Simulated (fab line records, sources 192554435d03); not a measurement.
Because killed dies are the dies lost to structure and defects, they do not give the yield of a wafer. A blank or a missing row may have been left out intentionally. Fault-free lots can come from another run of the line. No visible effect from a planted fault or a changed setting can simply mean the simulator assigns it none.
Problem report in the 8D (eight disciplines) form, filled by code ; flow n5 finfet ; the parts of the form that need people (team, actions taken, sign-off) are left out

## 1. THE ISSUE
RS_SD_N at N5_SD_ACTIVATION_RS_MEAS_03 reads a mean of 19.64 ohm/sq on 6 wafers of 2 lots; wafers without a fault read 21.94 ohm/sq with a standard deviation of 0.28. That is -8.2 standard deviations from the usual mean.
The step: measures by four-point-probe.
Seen first at day 6 02:16 on film metro-01, wafer L614.1. The record has a number at this step for 30 wafers belonging to 10 lots. Rule for "out", or "out of limits": more than 4 standard deviations from the usual mean. The rest of the wafers with a number are treated as sound.

## 2. WHAT IT IS, AND WHAT IT ISN'T
question;is;is not
which readings at this step;RS_SD_N;RS_SD_P
which lots;L614, L615;L605, L606, L609, L610, L611, L625, L626, L627
which wafers of those lots;all that have a number;-
read on which gauges;film metro-01, film metro-02;-
when;from day 6 02:16;"up to then (15 sound wafers); but 9 sound wafers of L625, L626, L627 came after"

## 3. THE SUSPECTS, EACH WITH WHAT RULES IT OUT
Counting: a tool at a process step up to the reading stays a suspect if it ran every lot that is out and no sound lot after the first of them.
- the gauge at N5_SD_ACTIVATION_RS_MEAS_03: ruled out. The wafers that are out were read on 2 gauges (film metro-01, film metro-02).
- rie diel-01 at N5_SD_EPI_P_DESCUM_14 (chemistry O2, time 7.9 s): ruled out as a lasting fault. After its first lot that is out, L614 (day 5 22:07), sound lots L627 ran on it.
- laser anneal-02 at N5_SD_ACTIVATION_LSA_01 (time 0.0008 s): ruled out as a lasting fault. After its first lot that is out, L614 (day 6 02:03), sound lots L625, L626, L627 ran on it.
Left after counting: nothing in the record.

## 4. THE CAUSE (what the simulator had put in)
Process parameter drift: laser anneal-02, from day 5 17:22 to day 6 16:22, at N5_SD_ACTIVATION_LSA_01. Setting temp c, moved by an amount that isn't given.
Counting ruled it out, wrongly: the rule takes a fault to strike every lot that its tool runs from its start on, and this one did not.

## 5. THE CHAIN OF EFFECTS, in route order
Each row: a reading whose mean over the struck wafers that have a number lies more than 3 standard deviations from the usual. Only readings whose record carries a usual standard deviation are examined. hours: median over the lots of the time between each lot's start at the first step of this table that gives one and its start at this step. sigmas: the change, counted in usual standard deviations.
hours;step;reading;usual;on struck wafers;change;sigmas
0;N5_SD_ACTIVATION_LSA_01;wafer_temp_C_max;1086.3;1106.2;+20.0;+17
0;N5_SD_ACTIVATION_RS_MEAS_03;RS_SD_N;21.94 ohm/sq;19.64;-2.30;-8.2
104;N5_BEOL_M4_RC_MEAS_101;RS_SD_N;28.4 ohm/sq;26.0;-2.4;-5.9
Process steps it contains:
- N5_SD_ACTIVATION_LSA_01: time 0.0008 s.
At these later measuring or inspecting steps, every struck wafer for which the step has a row has a number for every such reading, and none has moved that far: N5_ILD0_THK_MEAS_13.

## 6. WHAT WOULD HAVE CAUGHT IT SOONER
Counted from the fault's start at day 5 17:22, it took 9 hours until the first out-of-limits reading at a measuring or inspecting step in this record, taken at day 6 02:16.
Tool's own readings at N5_SD_ACTIVATION_LSA_01, wafer_temp_C_max: out on all struck wafers the step has rows for; an alarm limit on them would have tripped on the first.
